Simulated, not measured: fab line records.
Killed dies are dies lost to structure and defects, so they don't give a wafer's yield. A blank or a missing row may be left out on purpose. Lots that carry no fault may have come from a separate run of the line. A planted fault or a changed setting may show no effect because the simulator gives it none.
fab line records	flow n5_finfet
[record] lots = 24	wafers = 72	last_day = 17
route steps=1938 shown START@1 ZERO_LAYER@13 WELL_APT@50 PMOS_HMC_CHANNEL_EPI@67 FIN_SAQP@100
lots with no fault: from the same line, run without faults
start_h: the number of hours between the record's first day and the start of the first shown wafer of the lot	wait_h: hours from the lot's prior step to this one	" same as the row above	L1.1+2: one row covering several wafers at once	- value missing, or start not given	* or withheld: withheld	< > ~ a bound
route shown NAME@n: a module of which the file shows steps, and the number in the route of the first	usual: mean and standard deviation over wafers with no fault	same: alike in all rows	chamber/n: place in a boat	sites: each site's reading	_std_site: standard deviation across them	_edge_site: outer sites' mean less inner sites'	radius_mm: for every site, how far away it sits from the centre of the wafer	mask NAME#n: copy n	behind: the last tool/chamber to shape the wafer	hold: reason for holding the lot/hours on hold/outcome of the hold	device: which transistor (n, p or np) failed to switch	end of line: the tests these same wafers got at the end of their route	a step given without rows: its recipe and nothing more	killed: not the wafer's yield, but the dies lost to structure and defects at the first sort	map: a wafer's dies, x killed, . not, _ none there
set.NAME: setting as actually run; set.NAME@STEP: the setting as run at that earlier step	model.NAME: the simulator's own value behind a step, which no gauge read
a sample of lots followed through the steps of the route, with each step as a table and each wafer as a row
services: a tool's chamber out of use, with start hour (start_h, from the record's first day; less than 0 if before it), hours out, and reason
[[steps]]
[step N5_START_INSPECT_01]
[recipe] inspect_instrument = unpatterned_scan	mode = incoming
[usual] raw_defect_count = 5.8/2.5
lot.wafer	tool	chamber	start_h	wait_h	raw_defect_count
L074.2	defect_inspect-01	-	12.03	-	2
L074.4	"	-	"	"	9
L074.5	"	-	"	"	4
L075.1	defect_inspect-02	-	18.03	-	8
L075.2	"	-	"	"	6
L075.5	"	-	"	"	6
L076.3	defect_inspect-02	-	24.03	-	4
L076.5	"	-	"	"	3
L076.6	"	-	"	"	4
L077.2	defect_inspect-01	-	30.03	-	4
L077.3	"	-	"	"	2
L077.4	"	-	"	"	8
L078.2	defect_inspect-02	-	36.03	-	5
L078.3	"	-	"	"	4
L078.4	"	-	"	"	3
L079.2	defect_inspect-01	-	42.03	-	5
L079.3	"	-	"	"	4
L079.6	"	-	"	"	14
L080.3	defect_inspect-02	-	48.04	-	4
L080.4	"	-	"	"	9
L080.6	"	-	"	"	7
L081.3	defect_inspect-02	-	54.03	-	2
L081.4	"	-	"	"	6
L081.6	"	-	"	"	6
L082.1	defect_inspect-01	-	60.03	-	4
L082.2	"	-	"	"	6
L082.3	"	-	"	"	3
L083.2	defect_inspect-01	-	66.03	-	8
L083.5	"	-	"	"	9
L083.6	"	-	"	"	6
L084.2	defect_inspect-01	-	72.03	-	5
L084.3	"	-	"	"	1
L084.4	"	-	"	"	6
L085.1	defect_inspect-01	-	78.03	-	7
L085.4	"	-	"	"	3
L085.5	"	-	"	"	5
L086.1	defect_inspect-01	-	84.03	-	10
L086.2	"	-	"	"	7
L086.6	"	-	"	"	2
L087.1	defect_inspect-02	-	90.03	-	9
L087.2	"	-	"	"	9
L087.4	"	-	"	"	8
L088.2	defect_inspect-02	-	96.03	-	4
L088.5	"	-	"	"	6
L088.6	"	-	"	"	11
L089.1	defect_inspect-02	-	102.03	-	5
L089.4	"	-	"	"	2
L089.6	"	-	"	"	4
L090.1	defect_inspect-01	-	108.03	-	9
L090.3	"	-	"	"	5
L090.5	"	-	"	"	2
L091.2	defect_inspect-01	-	114.03	-	4
L091.4	"	-	"	"	7
L091.6	"	-	"	"	5
L092.2	defect_inspect-02	-	120.03	-	8
L092.4	"	-	"	"	8
L092.6	"	-	"	"	3
L093.2	defect_inspect-01	-	126.03	-	5
L093.3	"	-	"	"	4
L093.5	"	-	"	"	6
L094.1	defect_inspect-01	-	132.03	-	5
L094.5	"	-	"	"	7
L094.6	"	-	"	"	7
L095.1	defect_inspect-02	-	138.03	-	9
L095.2	"	-	"	"	10
L095.5	"	-	"	"	9
L096.2	defect_inspect-01	-	144.03	-	5
L096.4	"	-	"	"	6
L096.6	"	-	"	"	9
L097.3	defect_inspect-02	-	150.03	-	3
L097.5	"	-	"	"	12
L097.6	"	-	"	"	1
[step N5_ZERO_LAYER_CD_MEAS_11]
[recipe] target_cd_nm = 2000	landing_energy_ev = 500	detector = se_inlens
[usual] cd_nm = 2000.8/2.3
lot.wafer	tool	chamber	start_h	wait_h	cd_nm
L074.2	cd_sem-01	0	12.77	-	2002.6
L074.4	"	0	"	"	2000.2
L074.5	"	0	"	"	2001.9
L075.1	cd_sem-02	0	18.77	-	1999.5
L075.2	"	0	"	"	1999.7
L075.5	"	0	"	"	1998.9
L076.3	cd_sem-03	0	24.65	-	2001.9
L076.5	"	0	"	"	2000.0
L076.6	"	0	"	"	1996.2
L077.2	cd_sem-03	0	30.67	-	1998.4
L077.3	"	0	"	"	2000.8
L077.4	"	0	"	"	2004.9
L078.2	cd_sem-02	0	36.67	-	1996.7
L078.3	"	0	"	"	1998.7
L078.4	"	0	"	"	2001.3
L079.2	cd_sem-03	0	42.77	-	2001.4
L079.3	"	0	"	"	2003.1
L079.6	"	0	"	"	2000.9
L080.3	cd_sem-02	0	48.80	-	2002.9
L080.4	"	0	"	"	1998.4
L080.6	"	0	"	"	2000.3
L081.3	cd_sem-02	0	54.64	-	1998.1
L081.4	"	0	"	"	1999.0
L081.6	"	0	"	"	2000.5
L082.1	cd_sem-02	0	60.77	-	1999.9
L082.2	"	0	"	"	2000.3
L082.3	"	0	"	"	1998.7
L083.2	cd_sem-01	0	66.68	-	2003.0
L083.5	"	0	"	"	2000.7
L083.6	"	0	"	"	1997.4
L084.2	cd_sem-01	0	72.77	-	2005.1
L084.3	"	0	"	"	2002.0
L084.4	"	0	"	"	2002.5
L085.1	cd_sem-01	0	78.77	-	2000.0
L085.4	"	0	"	"	2003.4
L085.5	"	0	"	"	1999.8
L086.1	cd_sem-03	0	84.77	-	2001.3
L086.2	"	0	"	"	1997.3
L086.6	"	0	"	"	2001.0
L087.1	cd_sem-02	0	90.64	-	2000.8
L087.2	"	0	"	"	1997.1
L087.4	"	0	"	"	2001.0
L088.2	cd_sem-01	0	96.64	-	2002.6
L088.5	"	0	"	"	2003.3
L088.6	"	0	"	"	2006.2
L089.1	cd_sem-01	0	102.65	-	2003.2
L089.4	"	0	"	"	2002.9
L089.6	"	0	"	"	2000.9
L090.1	cd_sem-01	0	108.77	-	2004.2
L090.3	"	0	"	"	2002.8
L090.5	"	0	"	"	2003.9
L091.2	cd_sem-03	0	114.78	-	1999.4
L091.4	"	0	"	"	2006.0
L091.6	"	0	"	"	2003.5
L092.2	cd_sem-01	0	120.96	-	1999.3
L092.4	"	0	"	"	2002.0
L092.6	"	0	"	"	1995.6
L093.2	cd_sem-01	0	126.77	-	2001.4
L093.3	"	0	"	"	1995.0
L093.5	"	0	"	"	1997.8
L094.1	cd_sem-01	0	132.78	-	1998.9
L094.5	"	0	"	"	1999.5
L094.6	"	0	"	"	1999.5
L095.1	cd_sem-02	0	138.65	-	2001.2
L095.2	"	0	"	"	2001.9
L095.5	"	0	"	"	1998.3
L096.2	cd_sem-03	0	144.64	-	2003.8
L096.4	"	0	"	"	2000.6
L096.6	"	0	"	"	1999.3
L097.3	cd_sem-03	0	150.64	-	2001.4
L097.5	"	0	"	"	1998.6
L097.6	"	0	"	"	2002.0
[step N5_WELL_APT_RTA_34]
[recipe] temp_c = 1000	time_s = 10	ambient = N2	idle_temp_c = 600	ramp_up_c_per_s = 150	ramp_down_c_per_s = 60	cool_to_c = 600
[usual] lamp_power_pct = 13.00/0.049	lamp_zone_1_pct = 12.998/0.026	wafer_temp_C_max = 1003.5/0.95
lot.wafer	tool	chamber	start_h	wait_h	lamp_power_pct	lamp_zone_1_pct	wafer_temp_C_max
L074.2	rtp_anneal-01	0	16.49	0.0	12.97	13.006	1004.1
L074.4	"	0	"	"	12.97	12.970	1004.1
L074.5	"	0	"	"	13.06	12.990	1002.8
L075.1	rtp_anneal-02	0	22.37	0.0	12.98	12.959	1003.7
L075.2	"	0	"	"	13.04	13.004	1004.3
L075.5	"	0	"	"	12.93	12.992	1002.2
L076.3	rtp_anneal-02	0	27.85	0.2	12.94	12.992	1002.5
L076.5	"	0	"	"	12.98	13.019	1002.9
L076.6	"	0	"	"	12.92	12.982	1002.8
L077.2	rtp_anneal-01	0	33.71	0.0	13.04	13.023	1002.6
L077.3	"	0	"	"	12.98	13.011	1005.2
L077.4	"	0	"	"	13.00	13.005	1002.6
L078.2	rtp_anneal-02	0	39.88	0.1	13.05	13.011	1004.2
L078.3	"	0	"	"	13.02	13.021	1005.4
L078.4	"	0	"	"	13.03	13.011	1005.3
L079.2	rtp_anneal-01	0	46.61	0.2	13.05	12.985	1002.8
L079.3	"	0	"	"	12.93	13.010	1004.7
L079.6	"	0	"	"	13.00	13.045	1003.8
L080.3	rtp_anneal-02	0	52.07	0.1	12.92	12.960	1003.4
L080.4	"	0	"	"	13.03	12.980	1003.7
L080.6	"	0	"	"	12.94	12.990	1003.2
L081.3	rtp_anneal-02	0	57.74	0.1	13.06	12.972	1002.7
L081.4	"	0	"	"	12.90	13.072	1002.4
L081.6	"	0	"	"	13.00	13.002	1003.9
L082.1	rtp_anneal-02	0	64.10	0.0	13.03	12.985	1003.5
L082.2	"	0	"	"	13.02	12.961	1002.0
L082.3	"	0	"	"	13.06	13.015	1001.7
L083.2	rtp_anneal-01	0	70.09	0.1	13.05	12.977	1002.0
L083.5	"	0	"	"	12.96	12.970	1002.6
L083.6	"	0	"	"	13.07	12.975	1003.9
L084.2	rtp_anneal-02	0	76.02	0.0	12.94	12.977	1005.0
L084.3	"	0	"	"	13.05	13.025	1004.6
L084.4	"	0	"	"	13.09	12.993	1003.6
L085.1	rtp_anneal-02	0	81.78	0.0	12.96	13.030	1003.7
L085.4	"	0	"	"	12.96	12.987	1004.7
L085.5	"	0	"	"	13.04	12.985	1003.7
L086.1	rtp_anneal-01	0	88.08	0.1	12.94	12.977	1003.7
L086.2	"	0	"	"	13.01	13.050	1002.6
L086.6	"	0	"	"	12.97	13.000	1003.3
L087.1	rtp_anneal-01	0	94.25	0.4	12.94	13.005	1002.5
L087.2	"	0	"	"	13.01	13.035	1003.7
L087.4	"	0	"	"	13.02	12.984	1003.2
L088.2	rtp_anneal-02	0	100.28	0.2	13.00	13.019	1002.7
L088.5	"	0	"	"	13.02	12.941	1006.3
L088.6	"	0	"	"	12.96	13.008	1004.0
L089.1	rtp_anneal-02	0	106.14	0.0	12.90	13.009	1005.2
L089.4	"	0	"	"	13.10	12.980	1004.9
L089.6	"	0	"	"	12.97	13.013	1003.9
L090.1	rtp_anneal-02	0	112.40	0.3	13.01	12.967	1002.8
L090.3	"	0	"	"	13.01	13.028	1002.9
L090.5	"	0	"	"	12.94	12.984	1002.3
L091.2	rtp_anneal-02	0	118.16	0.0	12.96	13.007	1004.0
L091.4	"	0	"	"	13.08	13.005	1002.3
L091.6	"	0	"	"	13.03	12.980	1003.2
L092.2	rtp_anneal-01	0	124.19	0.0	12.99	12.987	1002.9
L092.4	"	0	"	"	13.00	12.992	1003.3
L092.6	"	0	"	"	13.03	12.984	1002.9
L093.2	rtp_anneal-02	0	129.92	0.0	12.98	12.973	1004.7
L093.3	"	0	"	"	13.02	13.005	1002.1
L093.5	"	0	"	"	13.03	13.031	1004.5
L094.1	rtp_anneal-02	0	136.49	0.0	12.99	12.959	1005.0
L094.5	"	0	"	"	12.99	12.975	1002.8
L094.6	"	0	"	"	12.95	13.002	1002.4
L095.1	rtp_anneal-01	0	142.50	0.1	13.08	12.987	1005.9
L095.2	"	0	"	"	13.04	13.008	1002.8
L095.5	"	0	"	"	13.01	12.953	1003.2
L096.2	rtp_anneal-01	0	147.94	0.1	12.91	13.027	1003.1
L096.4	"	0	"	"	13.00	13.035	1003.1
L096.6	"	0	"	"	13.13	12.989	1004.7
L097.3	rtp_anneal-01	0	153.97	0.2	12.99	12.982	1003.7
L097.5	"	0	"	"	13.02	13.026	1003.7
L097.6	"	0	"	"	12.97	13.013	1001.8
[step N5_PMOS_HMC_CHANNEL_EPI_INSPECT_11]
[recipe] mode = adi	inspect_instrument = macro
[usual] raw_defect_count = 2.0/1.5
lot.wafer	tool	chamber	start_h	wait_h	raw_defect_count
L074.2	defect_inspect-01	-	17.84	0.0	1
L074.4	"	-	"	"	1
L074.5	"	-	"	"	2
L075.1	defect_inspect-01	-	23.62	0.0	0
L075.2	"	-	"	"	1
L075.5	"	-	"	"	1
L076.3	defect_inspect-02	-	29.07	0.0	3
L076.5	"	-	"	"	2
L076.6	"	-	"	"	0
L077.2	defect_inspect-01	-	35.15	0.0	5
L077.3	"	-	"	"	2
L077.4	"	-	"	"	1
L078.2	defect_inspect-02	-	41.24	0.0	2
L078.3	"	-	"	"	6
L078.4	"	-	"	"	1
L079.2	defect_inspect-01	-	48.19	0.0	4
L079.3	"	-	"	"	1
L079.6	"	-	"	"	1
L080.3	defect_inspect-01	-	53.28	0.0	1
L080.4	"	-	"	"	6
L080.6	"	-	"	"	0
L081.3	defect_inspect-01	-	59.08	0.0	0
L081.4	"	-	"	"	3
L081.6	"	-	"	"	1
L082.1	defect_inspect-01	-	65.56	0.0	5
L082.2	"	-	"	"	3
L082.3	"	-	"	"	2
L083.2	defect_inspect-02	-	71.46	0.0	4
L083.5	"	-	"	"	1
L083.6	"	-	"	"	1
L084.2	defect_inspect-02	-	77.38	0.0	1
L084.3	"	-	"	"	0
L084.4	"	-	"	"	3
L085.1	defect_inspect-01	-	83.17	0.0	4
L085.4	"	-	"	"	3
L085.5	"	-	"	"	4
L086.1	defect_inspect-01	-	89.46	0.0	3
L086.2	"	-	"	"	3
L086.6	"	-	"	"	2
L087.1	defect_inspect-02	-	95.83	0.0	2
L087.2	"	-	"	"	2
L087.4	"	-	"	"	0
L088.2	defect_inspect-01	-	101.51	0.0	1
L088.5	"	-	"	"	4
L088.6	"	-	"	"	7
L089.1	defect_inspect-02	-	107.51	0.0	3
L089.4	"	-	"	"	3
L089.6	"	-	"	"	3
L090.1	defect_inspect-02	-	113.77	0.0	2
L090.3	"	-	"	"	2
L090.5	"	-	"	"	0
L091.2	defect_inspect-01	-	119.53	0.0	2
L091.4	"	-	"	"	2
L091.6	"	-	"	"	3
L092.2	defect_inspect-01	-	125.54	0.0	3
L092.4	"	-	"	"	2
L092.6	"	-	"	"	3
L093.2	defect_inspect-01	-	131.29	0.0	2
L093.3	"	-	"	"	2
L093.5	"	-	"	"	1
L094.1	defect_inspect-01	-	138.08	0.0	1
L094.5	"	-	"	"	2
L094.6	"	-	"	"	1
L095.1	defect_inspect-02	-	144.10	0.0	2
L095.2	"	-	"	"	6
L095.5	"	-	"	"	3
L096.2	defect_inspect-01	-	149.38	0.0	3
L096.4	"	-	"	"	0
L096.6	"	-	"	"	0
L097.3	defect_inspect-02	-	155.50	0.0	3
L097.5	"	-	"	"	2
L097.6	"	-	"	"	3
[step N5_FIN_SAQP_PECVD_06]
[recipe] material = a-Si	target_thk_a = 600	temp_c = 400	precursor = SiH4/He	pressure_torr = 3	rf_w = 100	time_s = 48.1
[usual] heater_power_w = 834/74	showerhead_plenum_p_Torr = 5.65/0.055	throttle_valve_pct = 18.6/1.1
lot.wafer	tool	chamber	start_h	wait_h	heater_power_w	showerhead_plenum_p_Torr	throttle_valve_pct
L074.2	pecvd-02	0	21.86	0.0	1007	5.69	16.9
L074.4	"	0	"	"	1022	5.66	16.7
L074.5	"	1	"	"	842	5.69	19.0
L075.1	pecvd-02	1	27.52	0.0	773	5.69	19.4
L075.2	"	2	"	"	756	5.60	19.4
L075.5	"	0	"	"	1043	5.67	17.2
L076.3	pecvd-03	2	33.93	0.0	874	5.74	17.1
L076.5	"	2	"	"	878	5.74	17.1
L076.6	"	0	"	"	875	5.60	19.7
L077.2	pecvd-02	1	38.70	0.0	772	5.68	19.0
L077.3	"	2	"	"	689	5.61	19.6
L077.4	"	2	"	"	700	5.63	19.7
L078.2	pecvd-03	0	46.18	0.0	839	5.61	19.9
L078.3	"	1	"	"	783	5.61	18.2
L078.4	"	0	"	"	840	5.61	20.0
L079.2	pecvd-02	2	52.91	0.0	758	5.61	19.5
L079.3	"	2	"	"	780	5.62	19.7
L079.6	"	1	"	"	828	5.69	19.2
L080.3	pecvd-04	1	56.86	0.0	854	5.73	18.9
L080.4	"	0	"	"	887	5.60	19.6
L080.6	"	1	"	"	857	5.71	19.0
L081.3	pecvd-03	0	63.19	0.0	842	5.59	20.0
L081.4	"	2	"	"	855	5.74	17.1
L081.6	"	2	"	"	858	5.75	17.2
L082.1	pecvd-02	0	69.33	0.0	911	5.68	16.9
L082.2	"	1	"	"	775	5.70	19.2
L082.3	"	2	"	"	737	5.62	19.7
L083.2	pecvd-02	2	75.01	0.0	805	5.61	19.5
L083.5	"	1	"	"	860	5.68	19.0
L083.6	"	0	"	"	990	5.68	16.9
L084.2	pecvd-04	0	81.05	0.0	887	5.61	19.9
L084.3	"	1	"	"	804	5.71	19.1
L084.4	"	1	"	"	815	5.72	19.1
L085.1	pecvd-04	1	87.08	0.0	767	5.70	19.0
L085.4	"	1	"	"	769	5.73	19.0
L085.5	"	0	"	"	910	5.62	19.7
L086.1	pecvd-02	2	93.27	0.0	727	5.62	19.5
L086.2	"	0	"	"	946	5.68	17.0
L086.6	"	1	"	"	850	5.68	19.4
L087.1	pecvd-03	2	101.46	0.0	757	5.75	17.3
L087.2	"	1	"	"	796	5.60	18.6
L087.4	"	0	"	"	906	5.59	20.3
L088.2	pecvd-03	1	105.43	0.0	779	5.61	18.2
L088.5	"	0	"	"	884	5.62	20.1
L088.6	"	2	"	"	921	5.74	17.3
L089.1	pecvd-04	0	111.26	0.0	862	5.61	19.6
L089.4	"	2	"	"	789	5.62	17.4
L089.6	"	0	"	"	879	5.60	19.8
L090.1	pecvd-04	0	117.96	0.0	897	5.61	19.8
L090.3	"	2	"	"	869	5.61	17.0
L090.5	"	1	"	"	830	5.73	19.0
L091.2	pecvd-03	0	123.52	0.0	873	5.60	20.1
L091.4	"	0	"	"	877	5.60	20.2
L091.6	"	1	"	"	731	5.61	17.9
L092.2	pecvd-03	2	129.50	0.0	889	5.75	17.4
L092.4	"	2	"	"	895	5.73	17.6
L092.6	"	0	"	"	822	5.60	20.1
L093.2	pecvd-04	1	135.39	0.0	834	5.73	19.2
L093.3	"	2	"	"	855	5.63	17.3
L093.5	"	0	"	"	836	5.62	19.6
L094.1	pecvd-03	0	141.93	0.0	886	5.60	20.2
L094.5	"	0	"	"	859	5.59	20.4
L094.6	"	1	"	"	804	5.60	18.2
L095.1	pecvd-03	1	147.73	0.0	737	5.61	18.5
L095.2	"	0	"	"	817	5.60	20.2
L095.5	"	1	"	"	740	5.59	18.3
L096.2	pecvd-03	2	153.28	0.0	788	5.76	17.4
L096.4	"	1	"	"	805	5.60	18.4
L096.6	"	0	"	"	762	5.60	20.3
L097.3	pecvd-02	1	159.37	0.0	701	5.69	19.4
L097.5	"	0	"	"	967	5.68	16.9
L097.6	"	2	"	"	794	5.60	19.6
[step N5_FIN_SAQP_RECESS_71]
[recipe] chemistry = HF/NH3	target = SiO2	target_depth_a = 30	afs_cycles = 1	temp_c = 30	sublimation_temp_c = 180	sublimation_time_s = 60
[usual] drypump_motor_current_A = 5.9/0.35
[same] afs_cycles = 1
lot.wafer	tool	chamber	start_h	wait_h	drypump_motor_current_A
L074.2	vapor_etch-02	0	25.30	0.0	6.1
L074.4	"	1	"	"	5.7
L074.5	"	0	"	"	6.1
L075.1	vapor_etch-02	0	30.95	0.0	6.2
L075.2	"	1	"	"	5.7
L075.5	"	0	"	"	6.2
L076.3	vapor_etch-02	1	37.80	0.1	5.7
L076.5	"	1	"	"	5.7
L076.6	"	0	"	"	6.2
L077.2	vapor_etch-02	1	42.94	0.0	5.7
L077.3	"	0	"	"	6.2
L077.4	"	1	"	"	5.7
L078.2	vapor_etch-02	0	50.15	0.0	6.2
L078.3	"	0	"	"	6.2
L078.4	"	1	"	"	5.7
L079.2	vapor_etch-01	0	56.49	0.0	5.4
L079.3	"	0	"	"	5.5
L079.6	"	1	"	"	6.3
L080.3	vapor_etch-02	0	60.55	0.1	6.2
L080.4	"	1	"	"	5.7
L080.6	"	1	"	"	5.7
L081.3	vapor_etch-01	1	67.29	0.1	6.3
L081.4	"	0	"	"	5.5
L081.6	"	1	"	"	6.3
L082.1	vapor_etch-01	0	73.07	0.0	5.5
L082.2	"	1	"	"	6.3
L082.3	"	0	"	"	5.4
L083.2	vapor_etch-01	0	79.11	0.0	5.5
L083.5	"	1	"	"	6.3
L083.6	"	0	"	"	5.5
L084.2	vapor_etch-01	1	85.76	0.0	6.3
L084.3	"	1	"	"	6.3
L084.4	"	0	"	"	5.4
L085.1	vapor_etch-02	1	92.63	0.0	5.7
L085.4	"	1	"	"	5.7
L085.5	"	1	"	"	5.7
L086.1	vapor_etch-01	0	97.94	0.0	5.5
L086.2	"	1	"	"	6.3
L086.6	"	1	"	"	6.3
L087.1	vapor_etch-01	0	105.77	0.0	5.4
L087.2	"	1	"	"	6.3
L087.4	"	1	"	"	6.3
L088.2	vapor_etch-02	1	109.07	0.0	5.7
L088.5	"	1	"	"	5.7
L088.6	"	0	"	"	6.2
L089.1	vapor_etch-01	0	114.83	0.0	5.5
L089.4	"	1	"	"	6.3
L089.6	"	0	"	"	5.4
L090.1	vapor_etch-01	0	121.52	0.0	5.4
L090.3	"	0	"	"	5.4
L090.5	"	1	"	"	6.3
L091.2	vapor_etch-02	1	127.61	0.0	5.7
L091.4	"	1	"	"	5.7
L091.6	"	0	"	"	6.2
L092.2	vapor_etch-01	1	132.92	0.0	6.3
L092.4	"	1	"	"	6.3
L092.6	"	1	"	"	6.3
L093.2	vapor_etch-01	0	138.99	0.0	5.5
L093.3	"	1	"	"	6.3
L093.5	"	1	"	"	6.3
L094.1	vapor_etch-02	0	145.60	0.0	6.2
L094.5	"	0	"	"	6.2
L094.6	"	1	"	"	5.7
L095.1	vapor_etch-01	1	151.47	0.0	6.3
L095.2	"	0	"	"	5.5
L095.5	"	0	"	"	5.4
L096.2	vapor_etch-02	1	157.24	0.0	5.8
L096.4	"	0	"	"	6.2
L096.6	"	1	"	"	5.7
L097.3	vapor_etch-01	0	163.12	0.1	5.5
L097.5	"	1	"	"	6.3
L097.6	"	0	"	"	5.4
[[services]]
tool	chamber	start_h	hours	kind
pecvd-04	0	32.75	15.6	repair
pecvd-04	-	41.80	2.6	repair
pecvd-02	0	47.52	5.6	repair
pecvd-02	-	53.43	14.6	pm
pecvd-03	1	53.65	16.5	scheduled_down
pecvd-02	-	71.86	0.6	repair
vapor_etch-02	0	79.72	26.0	repair
pecvd-03	2	86.69	5.5	scheduled_down
pecvd-02	2	98.91	5.5	scheduled_down
pecvd-04	-	102.10	2.8	pm
pecvd-02	-	132.37	0.5	repair
pecvd-04	0	145.73	5.5	scheduled_down
pecvd-02	-	153.19	2.8	pm
[[key]]
fault none
